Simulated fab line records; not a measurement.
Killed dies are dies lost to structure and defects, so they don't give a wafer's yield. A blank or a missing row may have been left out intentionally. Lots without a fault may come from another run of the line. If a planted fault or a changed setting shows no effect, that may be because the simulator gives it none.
fab line records	flow n5Finfet
record: lots: 7	wafers: 39
route steps=1938 shown ZERO_LAYER@4 FIN_SAQP@102 HKMG_FIN@419 MOL_CONTACT_COAG@535 BEOL_M1@753 BEOL_M2@841
startH: hours from the record's first day to the start of the lot's first wafer shown	waitH: hours from the lot's prior step to this one	" same as the row above	L1.1+2: one row covering several wafers at once	- either no value or no given start	* or withheld: withheld	< > ~ a bound
route shown NAME@n: NAME is a module with steps in the file, n the number in the route of the first one	usual: mean/standard deviation taken from wafers without a fault	same: alike in all rows	chamber/n: place in a boat	sites: each site's reading	_std_site: standard deviation across them	_edge_site: mean of outer sites minus mean of inner sites	radiusMm: how far each site lies from the wafer's centre	mask NAME#n: copy n	behind: tool/chamber where the wafer was last shaped	hold: what put the lot on hold/how long, in hours/how the hold closed	device: whichever transistor did not switch (one of n, p or np)	end of line: the same wafers' tests at the end of the route	a step without rows: its recipe alone	killed: at the first sort, the dies lost to defects and structure; wafer yield is something else	map: per-die view of a wafer (x killed, . not killed, _ where there is no die)
set.NAME: the setting the step ran with; set.NAME@STEP: the setting that earlier step ran with	model.NAME: the simulator's own value behind a step, which no gauge read
lots with deliberately changed settings; one table per step, one row per wafer
== steps ==
step: N5_ZERO_LAYER_PECVD_02
recipe: material: SiO2	targetThkA: 100	tempC: 400	precursor: SiH4/N2O	pressureTorr: 0.75	rfW: 275	timeS: 6
lot.wafer	tool	chamber	startH	waitH	set.timeS	model.SiO2_of_ZERO_LAYER_PECVD_02.thkNm
L074.1	pecvd-03	0	12.28	0.0	6	9.651
L074.2	"	1	"	"	6	9.776
L074.3	"	2	"	"	6	10.04
L074.4	"	2	"	"	6	10.06
L074.5	"	0	"	"	6	10.11
L074.6	"	1	"	"	6	10.1
L082.1	pecvd-03	2	60.28	0.0	6	9.85
L082.2	"	1	"	"	6	9.837
L082.3	"	1	"	"	6	9.976
L082.4	"	2	"	"	9.345	15.71
L082.5	"	2	"	"	9.345	15.76
L082.6	"	1	"	"	9.345	15.48
L084.1	pecvd-02	0	72.30	0.0	7.452	12.3
L084.2	"	1	"	"	7.452	12.34
L084.3	"	2	"	"	7.452	12.18
L084.4	"	2	"	"	6	9.976
L084.5	"	0	"	"	6	9.849
L084.6	"	1	"	"	6	10.08
L092.1	pecvd-03	1	120.28	0.0	6	9.95
L092.2	"	0	"	"	6	10
L092.3	"	2	"	"	3.399	5.526
L092.4	"	0	"	"	6	10.21
L092.5	"	1	"	"	3.399	5.589
L092.6	"	2	"	"	3.399	5.879
L093.1	pecvd-03	0	126.28	0.0	6	10.18
L093.2	"	1	"	"	6	10.07
L093.3	"	2	"	"	8.071	13.59
L093.4	"	0	"	"	8.071	13.74
L093.5	"	2	"	"	6	10.28
L093.6	"	1	"	"	8.071	13.76
L095.1	pecvd-01	0	138.29	0.0	6	9.898
L095.2	"	2	"	"	6	9.803
L095.3	"	0	"	"	6	10.1
L095.4	"	2	"	"	6	9.997
L095.5	"	2	"	"	6	9.875
L095.6	"	0	"	"	6	9.957
L097.2	pecvd-03	0	150.29	0.0	6	10.24
L097.3	"	1	"	"	6	9.851
L097.4	"	2	"	"	6	10.25
step: N5_FIN_SAQP_HM_DEP_72
recipe: material: SiO2	targetThkA: 120	tempC: 400	precursor: SiH4/N2O	pressureTorr: 0.75	rfW: 275	timeS: 7.2
lot.wafer	tool	chamber	startH	waitH	set.timeS	model.SiO2_of_FIN_SAQP_HM_DEP_72.thkNm
L074.1	pecvd-02	1	21.20	0.0	7.2	12.1
L074.2	"	0	"	"	5.121	8.519
L074.3	"	2	"	"	7.2	12.23
L074.4	"	2	"	"	7.2	12.4
L074.5	"	1	"	"	5.121	9.211
L074.6	"	0	"	"	5.121	8.82
L082.1	pecvd-02	1	69.34	0.0	7.2	12.25
L082.2	"	2	"	"	7.2	12.11
L082.3	"	0	"	"	7.2	11.98
L082.4	"	0	"	"	7.2	12.04
L082.5	"	2	"	"	7.2	12.22
L082.6	"	1	"	"	7.2	12.3
L084.1	pecvd-04	2	81.69	0.0	7.2	11.94
L084.2	"	1	"	"	7.2	11.69
L084.3	"	0	"	"	7.2	11.86
L084.4	"	2	"	"	7.2	11.95
L084.5	"	1	"	"	7.2	12.06
L084.6	"	0	"	"	7.2	12.04
L092.1	pecvd-01	1	130.83	0.0	8.497	13.88
L092.2	"	2	"	"	7.2	11.76
L092.3	"	0	"	"	7.2	11.97
L092.4	"	0	"	"	8.497	14.25
L092.5	"	1	"	"	8.497	14.18
L092.6	"	2	"	"	7.2	11.92
L093.1	pecvd-04	0	137.03	0.0	11.37	18.82
L093.2	"	1	"	"	11.37	18.78
L093.3	"	2	"	"	7.2	11.98
L093.4	"	1	"	"	7.2	12.16
L093.5	"	2	"	"	7.2	12.25
L093.6	"	0	"	"	11.37	19.12
L095.1	pecvd-01	2	146.92	0.0	11.11	18.59
L095.2	"	1	"	"	7.2	11.79
L095.3	"	2	"	"	7.2	12.12
L095.4	"	1	"	"	7.2	12.03
L095.5	"	2	"	"	11.11	18.51
L095.6	"	1	"	"	11.11	18.45
L097.2	pecvd-02	1	158.96	0.0	7.2	12.19
L097.3	"	0	"	"	7.2	12.21
L097.4	"	2	"	"	7.2	12.32
step: N5_FIN_SAQP_COAT_49
recipe: resist: SOC	tempC: 250	timeS: 60	spinRpm: 1500	resistThkNm: 100
step: N5_FIN_SAQP_COAT_50
recipe: resist: SiARC	tempC: 220	timeS: 60	spinRpm: 1500	resistThkNm: 35
step: N5_FIN_SAQP_ETCH_52
recipe: chemistry: N2/H2	target: SOC	targetDepthA: 1000	overetchA: 200	maskMaterial: SiARC	tempC: 40	timeS: 150	ionEnergyEv: 200	pressureMtorr: 30	sourceW: 840	biasW: 150	n2FlowSccm: 200	h2FlowSccm: 200	ends: endPoint
step: N5_FIN_SAQP_STRIP_53
recipe: chemistry: N2/H2	tempC: 40	n2FlowSccm: 200	h2FlowSccm: 200	rfFrequencyHz: 6e+07
step: N5_FIN_SAQP_HM_OPEN_73
recipe: chemistry: CHF3/O2	target: SiO2	stopOn: a-Si	targetDepthA: 120	overEtchFrac: 1.8	maskMaterial: SOC	timeS: 16.8	pressureMtorr: 30	sourceW: 650	biasW: 170	Ar_flow_sccm: 200	CHF3_flow_sccm: 50	O2_flow_sccm: 5	ionEnergyEv: 200	ends: endPoint
lot.wafer	tool	chamber	startH	waitH	set.timeS@FIN_SAQP_HM_DEP_72	model.etch.depthNm
L074.1	rieDiel-03	0	21.90	0.0	7.2	12.1
L074.2	"	1	"	"	5.121	8.519
L074.3	"	3	"	"	7.2	12.23
L074.4	"	2	"	"	7.2	12.4
L074.5	"	1	"	"	5.121	9.211
L074.6	"	2	"	"	5.121	8.82
L082.1	rieDiel-06	0	70.08	0.0	7.2	12.25
L082.2	"	1	"	"	7.2	12.11
L082.3	"	2	"	"	7.2	11.98
L082.4	"	3	"	"	7.2	12.04
L082.5	"	1	"	"	7.2	12.22
L082.6	"	2	"	"	7.2	12.3
L084.1	rieDiel-03	1	82.43	0.0	7.2	11.94
L084.2	"	0	"	"	7.2	11.69
L084.3	"	3	"	"	7.2	11.86
L084.4	"	3	"	"	7.2	11.95
L084.5	"	0	"	"	7.2	12.06
L084.6	"	1	"	"	7.2	12.04
L092.1	rieDiel-06	3	131.45	0.0	8.497	13.88
L092.2	"	1	"	"	7.2	11.76
L092.3	"	2	"	"	7.2	11.97
L092.4	"	0	"	"	8.497	14.25
L092.5	"	1	"	"	8.497	14.18
L092.6	"	0	"	"	7.2	11.92
L093.1	rieDiel-04	2	138.09	0.0	11.37	18.82
L093.2	"	1	"	"	11.37	18.78
L093.3	"	3	"	"	7.2	11.98
L093.4	"	0	"	"	7.2	12.16
L093.5	"	3	"	"	7.2	12.25
L093.6	"	2	"	"	11.37	19.12
L095.1	rieDiel-03	3	147.69	0.0	11.11	18.59
L095.2	"	2	"	"	7.2	11.79
L095.3	"	0	"	"	7.2	12.12
L095.4	"	1	"	"	7.2	12.03
L095.5	"	3	"	"	11.11	18.51
L095.6	"	0	"	"	11.11	18.45
L097.2	rieDiel-04	2	159.70	0.0	7.2	12.19
L097.3	"	3	"	"	7.2	12.21
L097.4	"	0	"	"	7.2	12.32
step: N5_HKMG_FIN_ALD_36
recipe: material: TiN	targetThkA: 10	tempC: 400	aldPrecursorFamily: TiCl4	aldCoReactant: NH3	pulseTimeS: 1	purgeTimeS: 3	coReactantPurgeTimeS: 2	coReactantPulseTimeS: 2	aldCycles: 47	pressureTorr: 3
lot.wafer	tool	chamber	startH	waitH	set.aldCycles	model.TiN_of_HKMG_FIN_ALD_36.thkNm
L074.1+2+6	aldMetal-04	2,3,0	72.56	0.0	47	1
L074.3+4+5	"	1,0,1	"	"	69	1.4
L082.1+5+6	aldMetal-03	3,2,3	125.85	0.0	26	0.6
L082.2+3+4	"	0,2,1	"	"	47	1
L084.1+3+6	aldMetal-01	1,0,0	133.80	0.0	47	1
L084.2+4+5	"	3,2,1	"	"	65	1.4
L092.1+3+5	aldMetal-01	0,2,2	180.88	0.0	36	0.8
L092.2+4+6	"	1,3,1	"	"	47	1
L093.1+3+4	aldMetal-01	0,1,3	188.92	0.2	47	1
L093.2+5+6	"	2,0,1	"	"	40	0.8
L095.1+4+6	aldMetal-03	3,2,3	204.17	0.0	47	1
L095.2+3+5	"	1,0,0	"	"	19	0.4
L097.2+3+4	aldMetal-04	2,3,1	217.35	0.0	47	1
step: N5_MOL_CONTACT_COAG_CONTACT_ETCH_14
recipe: chemistry: C4F6/O2	target: SiO2	targetDepthA: 275	overetchA: 85	maskMaterial: SOC	pressureMtorr: 30	sourceW: 370	biasW: 185	Ar_flow_sccm: 300	C4F6_flow_sccm: 16	O2_flow_sccm: 10	timeS: 20	ionEnergyEv: 259.6
lot.wafer	tool	chamber	startH	waitH	set.timeS	model.SOC_of_MOL_CONTACT_COAG_COAT_103.thkNm
L074.1+3	rieDiel-03	3,2	85.72	0.0	20	78.6
L074.2+4	"	1,0	"	"	8.45	79.6
L074.5	"	3	"	"	20	78.8
L074.6	"	0	"	"	8.45	79.8
L082.1+6	rieDiel-06	0,1	139.77	0.0	20	78
L082.2+4+5	"	1,2,0	"	"	20	78.2
L082.3	"	3	"	"	20	78.4
L084.1+4	rieDiel-04	1,2	148.11	0.0	20	78.8
L084.2+3	"	0,3	"	"	28.27	78
L084.5	"	3	"	"	28.27	78.2
L084.6	"	2	"	"	20	78.6
L092.1+4+6	rieDiel-06	0,2,2	196.10	0.0	24.84	78.4
L092.2+3+5	"	3,1,1	"	"	20	78.8
L093.1+3+6	rieDiel-03	0,2,2	202.53	0.0	20	78.6
L093.2+5	"	3,1	"	"	20	78.2
L093.4	"	1	"	"	20	78.8
L095.1+3	rieDiel-03	2,3	217.87	0.0	20	79
L095.2	"	0	"	"	23.23	78.8
L095.4+5	"	2,0	"	"	23.23	78.4
L095.6	"	3	"	"	20	78.6
L097.2+4	rieDiel-03	1	231.77	0.0	20	78.8
L097.3	"	2	"	"	20	78.6
step: N5_MOL_CONTACT_COAG_STRIP_109
recipe: chemistry: C4F6/O2	resist: SiARC	rfFrequencyHz: 6e+07
step: N5_MOL_CONTACT_COAG_ETCH_15
recipe: chemistry: CH3F/O2	target: SiNx	targetDepthA: 70	maskMaterial: SOC	stopOn: Si:P	overEtchFrac: 0.75	ionEnergyEv: 120	pressureMtorr: 30	sourceW: 395	biasW: 73	Ar_flow_sccm: 150	CH3F_flow_sccm: 30	O2_flow_sccm: 20
lot.wafer	tool	chamber	startH	waitH	set.timeS@MOL_CONTACT_COAG_CONTACT_ETCH_14	model.SOC_of_MOL_CONTACT_COAG_COAT_103.thkNm
L074.1+3	rieDiel-03	3,2	85.76	0.0	20	75.2
L074.2+4+6	"	1,0,0	"	"	8.45	76.4
L074.5	"	3	"	"	20	75.4
L082.1+2+5+6	rieDiel-06	0,1,0,1	139.81	0.0	20	74.8
L082.3	"	3	"	"	20	75.2
L082.4	"	2	"	"	20	75
L084.1	rieDiel-04	1	148.14	0.0	20	75.6
L084.2	"	0	"	"	28.27	74.6
L084.3	"	3	"	"	28.27	74.4
L084.4	"	2	"	"	20	75.4
L084.5	"	3	"	"	28.27	74.8
L084.6	"	2	"	"	20	75.2
L092.1	rieDiel-06	0	196.13	0.0	24.84	75.2
L092.2+3+5	"	3,1,1	"	"	20	75.4
L092.4+6	"	2	"	"	24.84	75
L093.1+3+6	rieDiel-03	0,2,2	202.57	0.0	20	75.4
L093.2+5	"	3,1	"	"	20	75
L093.4	"	1	"	"	20	75.6
L095.1+3	rieDiel-03	2,3	217.90	0.0	20	75.6
L095.2	"	0	"	"	23.23	75.4
L095.4+5	"	2,0	"	"	23.23	75.2
L095.6	"	3	"	"	20	75.4
L097.2+4	rieDiel-03	1	231.81	0.0	20	75.4
L097.3	"	2	"	"	20	75.2
step: N5_MOL_CONTACT_COAG_ETCH_110
recipe: chemistry: CF4/O2	target: Si	targetDepthA: 25	timeS: 8	pressureMtorr: 100	sourceW: 200	biasW: 12	ionEnergyEv: 60	Ar_flow_sccm: 100	cf4FlowSccm: 100	O2_flow_sccm: 10
lot.wafer	tool	chamber	startH	waitH	set.timeS@MOL_CONTACT_COAG_CONTACT_ETCH_14	model.SOC_of_MOL_CONTACT_COAG_COAT_103.thkNm
L074.1+3	rieDiel-03	3,2	85.82	0.0	20	73.8
L074.2+6	"	1,0	"	"	8.45	75
L074.4	"	0	"	"	8.45	74.8
L074.5	"	3	"	"	20	74
L082.1+2+6	rieDiel-06	0,1,1	139.87	0.0	20	73.2
L082.3	"	3	"	"	20	73.6
L082.4+5	"	2,0	"	"	20	73.4
L084.1+4	rieDiel-04	1,2	148.20	0.0	20	74
L084.2+3	"	0,3	"	"	28.27	73
L084.5	"	3	"	"	28.27	73.2
L084.6	"	2	"	"	20	73.8
L092.1	rieDiel-06	0	196.19	0.0	24.84	73.8
L092.2+5	"	3,1	"	"	20	74
L092.3	"	1	"	"	20	73.8
L092.4+6	"	2	"	"	24.84	73.6
L093.1+3+6	rieDiel-03	0,2,2	202.63	0.0	20	73.8
L093.2	"	3	"	"	20	73.4
L093.4	"	1	"	"	20	74.2
L093.5	"	1	"	"	20	73.6
L095.1	rieDiel-03	2	217.96	0.0	20	74.2
L095.2	"	0	"	"	23.23	74
L095.3	"	3	"	"	20	74
L095.4+5	"	2,0	"	"	23.23	73.6
L095.6	"	3	"	"	20	73.8
L097.2+4	rieDiel-03	1	231.87	0.0	20	74
L097.3	"	2	"	"	20	73.8
step: N5_BEOL_M1_PECVD_72
recipe: material: SiO2	targetThkA: 160	tempC: 400	precursor: TEOS/O2	pressureTorr: 5.5	rfW: 450	teosFlowSccm: 53.8	gas: O2	flowSccm: 3000	timeS: 18
lot.wafer	tool	chamber	startH	waitH	set.timeS	model.SiO2_of_BEOL_M1_PECVD_72.thkNm
L074.1+2	pecvd-04	2,0	119.83	0.0	27.7	24.2
L074.3+5	"	1,0	"	"	18	16
L074.4	"	2	"	"	27.7	24.8
L074.6	"	1	"	"	18	16.2
L082.1+3	pecvd-04	2,0	172.53	0.0	25.82	22.4
L082.2+4	"	1	"	"	18	15.8
L082.5	"	2	"	"	25.82	22.8
L082.6	"	0	"	"	18	16
L084.1+4	pecvd-03	2	176.69	0.0	18	16.2
L084.2	"	1	"	"	26.65	23.4
L084.3	"	0	"	"	18	15.8
L084.5	"	1	"	"	26.65	23.8
L084.6	"	0	"	"	26.65	23.6
L092.1+3+4+5	pecvd-04	1,2,2,1	226.22	0.0	18	16
L092.2	"	0	"	"	18	15.8
L092.6	"	0	"	"	18	16.4
L093.1+4+5+6	pecvd-03	1,1,0,2	232.32	0.0	18	16
L093.2+3	"	2,0	"	"	18	15.8
L095.1	pecvd-01	2	248.72	0.0	9.927	8.8
L095.2	"	1	"	"	18	15.6
L095.3	"	2	"	"	18	16
L095.4+5	"	1	"	"	9.927	9
L095.6	"	2	"	"	18	16.2
L097.2	pecvd-04	0	261.64	0.0	18	15.6
L097.3	"	0	"	"	18	16
L097.4	"	1	"	"	18	15.8
step: N5_BEOL_M2_ILD_DEP_00
recipe: material: SiOC	targetThkA: 790	tempC: 350	precursor: DEMS/O2	pressureTorr: 5	rfW: 500	timeS: 15.3
lot.wafer	tool	chamber	startH	waitH	set.targetThkA	model.SiOC_of_BEOL_M2_ILD_DEP_00.thkNm
L074.1	pecvd-04	1	133.02	0.0	790	77.6
L074.2+6	"	0,1	"	"	477.1	47
L074.3	"	2	"	"	790	76.8
L074.4	"	0	"	"	790	79.4
L074.5	"	2	"	"	477.1	47.2
L082.1	pecvd-02	0	180.67	0.0	790	77.2
L082.2	"	1	"	"	378.4	37.8
L082.3	"	2	"	"	378.4	36.4
L082.4	"	0	"	"	790	78.4
L082.5	"	1	"	"	790	79
L082.6	"	2	"	"	378.4	37
L084.1	pecvd-01	1	186.44	0.0	392.7	37.8
L084.2	"	2	"	"	790	77.2
L084.3	"	0	"	"	392.7	36.6
L084.4	"	1	"	"	790	77.8
L084.5	"	0	"	"	392.7	38.6
L084.6	"	2	"	"	790	78.6
L092.1	pecvd-01	1	235.28	0.0	790	76.6
L092.2	"	0	"	"	790	76.8
L092.3	"	0	"	"	790	77.8
L092.4+6	"	1,0	"	"	334.9	32.8
L092.5	"	1	"	"	334.9	31.8
L093.1	pecvd-04	2	242.03	0.0	1023	100.8
L093.2	"	0	"	"	1023	100
L093.3	"	1	"	"	1023	100.4
L093.4	"	2	"	"	790	78
L093.5	"	1	"	"	790	78.8
L093.6	"	0	"	"	790	78.6
L095.1	pecvd-02	1	258.03	0.0	790	79
L095.2	"	2	"	"	416.3	41.8
L095.3	"	1	"	"	790	79.8
L095.4	"	2	"	"	790	79.4
L095.5	"	1	"	"	416.3	41.6
L095.6	"	2	"	"	416.3	42
L097.2+3	pecvd-01	0,1	270.29	0.0	790	77.4
L097.4	"	1	"	"	790	78.8
step: N5_BEOL_M2_THK_MEAS_01
recipe: reads: SiOC_of_BEOL_M2_ILD_DEP_00
usual: M2_ILD_THK: 78.4/0.9
lot.wafer	tool	chamber	startH	waitH	set.targetThkA@BEOL_M2_ILD_DEP_00	M2_ILD_THK[nm]
L074.1	filmMetro-01	-	133.09	0.0	790	77.5
L074.2	"	-	"	"	477.1	46.9
L074.3	"	-	"	"	790	76.8
L074.4	"	-	"	"	790	79.4
L074.5	"	-	"	"	477.1	47.2
L074.6	"	-	"	"	477.1	46.9
L082.1	filmMetro-02	-	180.74	0.0	790	77.3
L082.2	"	-	"	"	378.4	37.7
L082.3	"	-	"	"	378.4	36.5
L082.4	"	-	"	"	790	78.3
L082.5	"	-	"	"	790	78.9
L082.6	"	-	"	"	378.4	37.0
L084.1	filmMetro-02	-	186.51	0.0	392.7	37.8
L084.2	"	-	"	"	790	77.1
L084.3	"	-	"	"	392.7	36.5
L084.4	"	-	"	"	790	77.9
L084.5	"	-	"	"	392.7	38.6
L084.6	"	-	"	"	790	78.5
L092.1	filmMetro-02	-	235.36	0.1	790	76.5
L092.2	"	-	"	"	790	76.8
L092.3	"	-	"	"	790	77.9
L092.4	"	-	"	"	334.9	32.8
L092.5	"	-	"	"	334.9	31.9
L092.6	"	-	"	"	334.9	32.9
L093.1	filmMetro-01	-	242.10	0.0	1023	100.7
L093.2	"	-	"	"	1023	100.1
L093.3	"	-	"	"	1023	100.4
L093.4	"	-	"	"	790	78.0
L093.5	"	-	"	"	790	78.9
L093.6	"	-	"	"	790	78.7
L095.1	filmMetro-02	-	258.11	0.1	790	78.9
L095.2	"	-	"	"	416.3	41.8
L095.3	"	-	"	"	790	79.8
L095.4	"	-	"	"	790	79.4
L095.5	"	-	"	"	416.3	41.5
L095.6	"	-	"	"	416.3	41.9
L097.2	filmMetro-02	-	270.36	0.1	790	77.5
L097.3	"	-	"	"	790	77.4
L097.4	"	-	"	"	790	78.8
== key ==
split: step: N5_ZERO_LAYER_PECVD_02	setting: timeS	stated: 6	by: wafer
response: step: N5_ZERO_LAYER_PECVD_02	reading: model.SiO2_of_ZERO_LAYER_PECVD_02.thkNm	change: +0.102	per: 1%	r: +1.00
split: step: N5_FIN_SAQP_HM_DEP_72	setting: timeS	stated: 7.2	by: wafer
response: step: N5_FIN_SAQP_HM_DEP_72	reading: model.SiO2_of_FIN_SAQP_HM_DEP_72.thkNm	change: +0.119	per: 1%	r: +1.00
response: step: N5_FIN_SAQP_HM_OPEN_73	reading: model.etch.depthNm	change: +0.119	per: 1%	r: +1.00
split: step: N5_HKMG_FIN_ALD_36	setting: aldCycles	stated: 47	by: wafer
response: step: N5_HKMG_FIN_ALD_36	reading: model.TiN_of_HKMG_FIN_ALD_36.thkNm	change: +0.00956	per: 1%	r: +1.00
split: step: N5_MOL_CONTACT_COAG_CONTACT_ETCH_14	setting: timeS	stated: 20	by: wafer
response: step: N5_MOL_CONTACT_COAG_CONTACT_ETCH_14	reading: model.SOC_of_MOL_CONTACT_COAG_COAT_103.thkNm	change: -0.017	per: 1%	r: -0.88
response: step: N5_MOL_CONTACT_COAG_ETCH_15	reading: model.SOC_of_MOL_CONTACT_COAG_COAT_103.thkNm	change: -0.0188	per: 1%	r: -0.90
response: step: N5_MOL_CONTACT_COAG_ETCH_110	reading: model.SOC_of_MOL_CONTACT_COAG_COAT_103.thkNm	change: -0.0184	per: 1%	r: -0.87
split: step: N5_BEOL_M1_PECVD_72	setting: timeS	stated: 18	by: wafer
response: step: N5_BEOL_M1_PECVD_72	reading: model.SiO2_of_BEOL_M1_PECVD_72.thkNm	change: +0.155	per: 1%	r: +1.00
split: step: N5_BEOL_M2_ILD_DEP_00	setting: targetThkA	stated: 790	by: wafer
response: step: N5_BEOL_M2_ILD_DEP_00	reading: model.SiOC_of_BEOL_M2_ILD_DEP_00.thkNm	change: +0.784	per: 1%	r: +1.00
response: step: N5_BEOL_M2_THK_MEAS_01	reading: M2_ILD_THK	change: +0.784	per: 1%	r: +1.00
